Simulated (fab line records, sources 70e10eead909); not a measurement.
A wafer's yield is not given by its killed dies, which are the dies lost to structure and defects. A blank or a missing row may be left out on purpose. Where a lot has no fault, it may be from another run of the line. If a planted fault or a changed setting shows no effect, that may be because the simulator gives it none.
Chamber matching + flow nand harc + NHARC_A_CHANNEL_FILL_D1_ALD_14 on ald hk-03: 4 sister chambers
The step deposits SiO2, target thk 2.5 nm, pulse time 10 s, ald cycles 25. 14 wafers are shown with their chamber, then 7 later ones without.

== WAFERS, EACH WITH ITS CHAMBER ==
| wafer  | chamber | heater power outer w (W) | heater power w (W) | precursor pulse height rel |
|--------|---------|--------------------------|--------------------|----------------------------|
| L076.1 | 3       | 201                      | 405                | 0.959                      |
| L076.4 | 2       | 234                      | 400                | 0.959                      |
| L076.5 | 1       | 291                      | 482                | 1.000                      |
| L075.2 | 2       | 232                      | 394                | 1.033                      |
| L075.3 | 0       | 233                      | 421                | 1.011                      |
| L075.6 | 3       | 202                      | 401                | 0.984                      |
| L077.2 | 1       | 299                      | 494                | 1.000                      |
| L077.4 | 3       | 221                      | 415                | 1.003                      |
| L077.5 | 1       | 296                      | 499                | 0.993                      |
| L084.2 | 3       | 226                      | 420                | 1.044                      |
| L084.3 | 0       | 226                      | 445                | 1.006                      |
| L084.6 | 0       | 230                      | 447                | 1.039                      |
| L086.1 | 3       | 225                      | 424                | 0.978                      |
| L086.3 | 2       | 225                      | 391                | 0.989                      |

SIGNATURES (means of the wafers above)
| reading                    | chamber 0 | chamber 1 | chamber 2 | chamber 3 | scatter within a chamber |
|----------------------------|-----------|-----------|-----------|-----------|--------------------------|
| heater power outer w       | 229.67    | 295.33    | 230.33    | 215.00    | 8.51                     |
| heater power w             | 437.67    | 491.67    | 395.00    | 413.00    | 9.98                     |
| precursor pulse height rel | 1.01867   | 0.99767   | 0.99367   | 0.99360   | 0.0276                   |
Rule: a wafer's distance from a chamber is the root of the sum, over the readings, of the square of ((its reading less the chamber's mean) divided by the reading's scatter). The wafer belongs to the nearest chamber; if the next one is less than 2 further off, it can't be placed. The scatter: the root of (the sum of the squares of (reading less its chamber's mean) over the shown wafers, divided by (wafers less chambers)).

== WAFERS WHOSE CHAMBER IS MISSING ==
| wafer  | heater power outer w (W) | heater power w (W) | precursor pulse height rel |
|--------|--------------------------|--------------------|----------------------------|
| L086.4 | 223                      | 434                | 1.006                      |
| L091.1 | 231                      | 428                | 0.968                      |
| L091.2 | 232                      | 418                | 1.007                      |
| L091.6 | 302                      | 515                | 0.977                      |
| L096.1 | 286                      | 470                | 0.991                      |
| L096.3 | 230                      | 406                | 1.001                      |
| L096.6 | 237                      | 406                | 1.000                      |

== WHICH CHAMBER EACH WENT THROUGH ==
| wafer  | from the rows above          | in truth |
|--------|------------------------------|----------|
| L086.4 | can't be placed: 0 or 3      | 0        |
| L091.1 | can't be placed: 0 or 3 or 2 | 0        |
| L091.2 | can't be placed: 0 or 3 or 2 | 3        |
| L091.6 | 1                            | 1        |
| L096.1 | 1                            | 1        |
| L096.3 | can't be placed: 2 or 3      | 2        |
| L096.6 | can't be placed: 2 or 3 or 0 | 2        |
2 of 7 placed correctly. From these rows, 5 cannot be placed; in 5 the true chamber is one of the candidates. Placed wrongly: 0.
